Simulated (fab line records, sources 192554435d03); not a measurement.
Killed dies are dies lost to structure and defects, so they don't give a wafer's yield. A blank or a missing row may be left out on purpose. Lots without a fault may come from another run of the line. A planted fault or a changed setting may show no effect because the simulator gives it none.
One fault seen from 2 desks | flow n5_finfet | each desk has only its own numbers; what lay behind them comes last

THE METROLOGY DESK
What the gauges read, lot by lot, whatever tool the lot ran on: means of the sampled wafers that have a number. A lot is out of limits, marked OUT, if its mean lies more than 4 standard deviations from the usual mean; the brackets give that distance. Of its 10 readings 7 are shown: those that lie furthest out on some lot.
Columns: A = DIBL_N at N5_BEOL_M4_RC_MEAS_101, usual 35.8 mV/V; B = DIBL_P at N5_BEOL_M4_RC_MEAS_101, usual 35.6 mV/V; C = IOFF_N at N5_BEOL_M4_RC_MEAS_101, usual 0.148 nA/um; D = IOFF_P at N5_BEOL_M4_RC_MEAS_101, usual 0.20 nA/um; E = SS_P at N5_BEOL_M4_RC_MEAS_101, usual 73.1 mV/dec; F = VT_N at N5_BEOL_M4_RC_MEAS_101, usual 251 mV; G = VT_P at N5_BEOL_M4_RC_MEAS_101, usual -251 mV
lot  | first seen here | A    | B    | C     | D    | E    | F   | G
L115 | day 7 15:10     | 33.8 | 35.3 | 0.138 | 0.16 | 72.8 | 252 | -257
L117 | day 8 00:16     | 35.1 | 35.3 | 0.158 | 0.21 | 73.0 | 251 | -248
L116 | day 8 02:58     | 37.1 | 37.6 | 0.151 | 0.21 | 73.3 | 251 | -248
L119 | day 9 07:14     | 36.1 | 37.9 | 0.159 | 0.19 | 72.9 | 251 | -255
L124 | day 10 02:16    | 35.2 | 34.9 | 0.131 | 0.20 | 72.9 | 252 | -248
L127 | day 11 02:08    | 35.0 | 35.6 | 0.152 | 0.20 | 73.1 | 250 | -250
L129 | day 11 04:51    | 34.6 | 35.0 | 0.139 | 0.21 | 72.6 | 251 | -250
L136 | day 13 02:19    | 38.1 | 40.2 | 0.188 | 0.25 | 74.1 | 247 | -248
L138 | day 13 22:43    | 35.0 | 35.0 | 0.157 | 0.20 | 72.7 | 247 | -248
This desk's finding: nothing out of limits on any of the 9 lots.

THE TOOL OWNER'S DESK: rie_diel-05
The tool's own readings at N5_MOL_CONTACT_COAG_ETCH_105 (etches SiARC in CF4, target depth 15.6 nm, time 26 s): means of the sampled wafers that have a number, for each lot that ran on this tool. A lot is out of limits, marked OUT, if its mean lies more than 4 standard deviations from the usual mean; the brackets give that distance.
Columns: A = drypump_motor_current_A at N5_MOL_CONTACT_COAG_ETCH_105, usual 5.6 A; B = etch_rf_on_time_s at N5_MOL_CONTACT_COAG_ETCH_105, usual 25.8 s; C = oes_product_au at N5_MOL_CONTACT_COAG_ETCH_105, usual 0.66 a.u.; D = rf_vpp_V at N5_MOL_CONTACT_COAG_ETCH_105, usual 184.0 V; E = showerhead_plenum_p_Torr at N5_MOL_CONTACT_COAG_ETCH_105, usual 2.13 Torr; F = throttle_valve_pct at N5_MOL_CONTACT_COAG_ETCH_105, usual 15.57 %
lot  | first seen here | A   | B               | C    | D     | E    | F
L115 | day 4 17:01     | 5.5 | 25.8            | 0.65 | 184.5 | 2.20 | 15.38
L117 | day 5 05:17     | 5.3 | 25.7            | 0.65 | 184.3 | 2.16 | 15.49
L119 | day 5 18:05     | 5.2 | 25.5            | 0.62 | 183.7 | 2.12 | 15.73
L127 | day 7 17:02     | 5.5 | 22.2 (-6.2) OUT | 0.71 | 183.8 | 2.15 | 15.56
L129 | day 8 05:26     | 5.2 | 21.9 (-6.8) OUT | 0.85 | 183.8 | 2.11 | 15.60
This desk's finding: out of limits on L127, L129; first on L127, day 7 17:02 (etch_rf_on_time_s at N5_MOL_CONTACT_COAG_ETCH_105). In limits: L115, L117, L119.

PUT TOGETHER
The tool owner's desk could have raised an alarm at day 7 17:02, on L127, L129.
The metrology desk saw nothing out of limits.
The metrology desk has L127, L129 on record, within its limits.
Of the lots named, all ran N5_MOL_CONTACT_COAG_ETCH_105 on rie_diel-05.

WHAT THE SIMULATOR HAD PUT IN
Process parameter drift: rie_diel-05, from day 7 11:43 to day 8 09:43, at N5_MOL_CONTACT_COAG_ETCH_105. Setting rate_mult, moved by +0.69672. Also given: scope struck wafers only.
Lots struck among those shown: L127, L129.
Hours from the fault's start to each desk's first reading out of limits: the tool owner's desk, 5.
